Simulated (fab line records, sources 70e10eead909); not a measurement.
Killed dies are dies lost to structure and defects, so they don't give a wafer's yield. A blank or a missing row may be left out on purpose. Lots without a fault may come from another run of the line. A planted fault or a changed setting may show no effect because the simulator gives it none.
A struck lot beside a sound one | flow nand_harc | 42 steps out of a route of 1159
Sound: wafers L598.2, L598.3, L598.6. Struck: wafers L604.3, L604.4, L604.5. The cause comes at the end.
At each step with rows: each side's tool, then ch and its chambers, then its first start. Under that, the readings that differ: sound wafers | struck wafers | difference of the means | sigmas: that difference in standard deviations of wafers without a fault.
alike: readings whose means differ by less than 2 such deviations, and words and numbers that are the same on both sides. not compared: withheld readings, readings that some wafer has no value for, bounds like >300 that may hide the same value, and numbers for which the record gives no deviation and whose values overlap.
The two part at a step that has a row with sigmas, a row that says differs or no value, or rows on one side only. Numbers that don't overlap but have no deviation are shown without sigmas and don't part them. A reading that every wafer of one side lacks parts them only if that side has two wafers or more.

NHARC_A_CONTACT_ETCH_75: etches the open film in CF4, target depth 39 nm, time 65 s.
  sound on rie_diel-12 ch 0,2, day 16 15:54; struck on rie_diel-12 ch 0,1,3, day 18 20:21
  alike: drypump_motor_current_A, oes_product_au, rf_vpp_V, showerhead_plenum_p_Torr, throttle_valve_pct
  not compared: rf_hours_counter_h
then, 11 steps without rows for these wafers: NHARC_A_CONTACT_ETCH_76 (etches the open film in N2/H2, target depth 260 nm, time 475.3 s); NHARC_A_CONTACT_ETCH_77 (etches the open film in CF4/CHF3, target depth 72.6 nm, time 36.3 s); NHARC_A_CONTACT_ETCH_78 (etches the open film in O2/COS, target depth 2800 nm, time 728 s); NHARC_A_CONTACT_ETCH_124 (etches the open film in C4F8/O2/Ar, time 140 s, target depth 700 nm); NHARC_A_CONTACT_ETCH_125 (etches the open film in C4F8/O2/Ar, time 155 s, target depth 956 nm); NHARC_A_CONTACT_ETCH_126 (etches the open film in C4F8/O2/Ar, time 155 s, target depth 956 nm); NHARC_A_CONTACT_ETCH_127 (etches the open film in C4F8/O2/Ar, time 155 s, target depth 956 nm); NHARC_A_CONTACT_ETCH_128 (etches the open film in C4F8/O2/Ar, time 155 s, target depth 956 nm); NHARC_A_CONTACT_ETCH_129 (etches the open film in C4F8/O2/Ar, time 155 s, target depth 956 nm); NHARC_A_CONTACT_ETCH_130 (etches the open film in C4F8/O2/Ar, time 155 s, target depth 956 nm); NHARC_A_CONTACT_ETCH_131 (etches the open film in C4F8/O2/Ar, time 155 s, target depth 956 nm).
NHARC_A_CONTACT_ETCH_132: etches the open film in C4F8/O2/Ar, time 156 s, target depth 958 nm.
  sound on har_cap_etch-02 ch 0,1, day 16 18:07; struck on har_cap_etch-02 ch 0,1, day 18 22:49
  not compared: rf_hours_counter_h
then, 1 step without rows for these wafers: NHARC_A_CONTACT_ETCH_133 (etches the open film in C4F8/O2/Ar, time 195 s, target depth 840 nm).
NHARC_A_CONTACT_ETCH_91: etches the open film in CH3F/O2, target depth 40 nm, time 85.7 s.
  sound on rie_diel-13 ch 1,2,3, day 16 18:52; struck on rie_diel-12 ch 1,3, day 18 23:29
  reading                | sound                | struck               | difference | sigmas
  throttle_valve_pct (%) | 20.671 20.690 20.658 | 20.643 20.660 20.660 | -0.019     | -2
  alike: drypump_motor_current_A, oes_product_au, rf_vpp_V, showerhead_plenum_p_Torr
  not compared: rf_hours_counter_h
then, 1 step without rows for these wafers: NHARC_A_CONTACT_ETCH_97 (etches the open film in C4F6/O2, target depth 20 nm, time 10 s).
NHARC_A_CONTACT_CD_MEAS_80:
  sound on cd_sem-02, day 16 19:04; struck on cd_sem-01, day 18 23:42
  alike: cd_nm
then, 6 steps without rows for these wafers: NHARC_A_CONTACT_STRIP_103 (strips in N2/H2); NHARC_A_CONTACT_STRIP_104 (strips in CF4/CHF3); NHARC_A_CONTACT_STRIP_105 (strips in O2/COS); NHARC_A_CONTACT_ETCH_106 (etches the open film in CF4/O2, target depth 60 nm, overetch 6 nm, time 33 s); NHARC_A_CONTACT_STRIP_82 (strips in O2); NHARC_A_CONTACT_STRIP_83 (strips in post etch residue remover, time 600 s).
NHARC_A_CONTACT_DEP_84: deposits aC, target thk 2000 nm.
  sound on acl_dep-03 ch 0, day 16 20:13; struck on acl_dep-02 ch 0, day 19 01:22
  alike: throttle_valve_pct
NHARC_A_CONTACT_DEP_85: deposits SiON, target thk 50 nm.
  sound on pecvd-02 ch 1,2, day 16 21:17; struck on pecvd-01 ch 0,1,2, day 19 02:15
  alike: chamber_pressure_Torr, heater_power_w
then, 10 steps without rows for these wafers: NHARC_A_CONTACT_DEHYDRATE_00 (time 120 s); NHARC_A_CONTACT_HMDS_01 (time 30 s); NHARC_A_CONTACT_COAT_86 (time 75 s); NHARC_A_CONTACT_COAT_87 (time 65 s); NHARC_A_CONTACT_COAT_02 (resist thk 90 nm); NHARC_A_CONTACT_SOFTBAKE_03 (time 55 s); NHARC_A_CONTACT_EBR_04; NHARC_A_CONTACT_EXPOSE_05 (exposes mask A CC); NHARC_A_CONTACT_PEB_06 (peb time 65 s); NHARC_A_CONTACT_DEVELOP_07 (develop time 35 s).
NHARC_A_CONTACT_CD_MEAS_08: target cd 100 nm.
  sound on cd_sem-01 ch 0, day 16 21:53; struck on cd_sem-02 ch 0, day 19 02:57
  alike: cd_nm
NHARC_A_CONTACT_OVL_MEAS_09:
  sound on overlay-02, day 16 21:58; struck on overlay-01, day 19 03:02
  alike: overlay_x_nm, overlay_y_nm
then, 2 steps without rows for these wafers: NHARC_A_CONTACT_DESCUM_13 (chemistry O2, time 3 s); NHARC_A_CONTACT_ETCH_88 (etches the open film in CF4, target depth 39 nm, time 65 s).
NHARC_A_CONTACT_ETCH_89: etches the open film in N2/H2, target depth 260 nm, time 475.3 s.
  sound on rie_diel-13 ch 0,2; struck on rie_diel-13 ch 0,2,3
  alike: drypump_motor_current_A, oes_product_au, rf_vpp_V, showerhead_plenum_p_Torr, throttle_valve_pct
  not compared: rf_hours_counter_h
then, 1 step without rows for these wafers: NHARC_A_CONTACT_ETCH_30 (etches the open film in CF4/CHF3, target depth 60.5 nm, time 30.2 s).
-- the record jumps here: 3 days lie between the struck wafers' starts before and after (it left off in module A_CONTACT and takes up again in module END, whose first step shown is number 1159 of the route) --
NHARC_END_SORT_01:
  the record has rows for the struck wafers here (prober-02 ch 0, day 22 00:50) and none for the sound ones

WHERE THEY PART
First at NHARC_A_CONTACT_ETCH_91; last, within this record, at NHARC_END_SORT_01.

WHY: what the simulator had put in
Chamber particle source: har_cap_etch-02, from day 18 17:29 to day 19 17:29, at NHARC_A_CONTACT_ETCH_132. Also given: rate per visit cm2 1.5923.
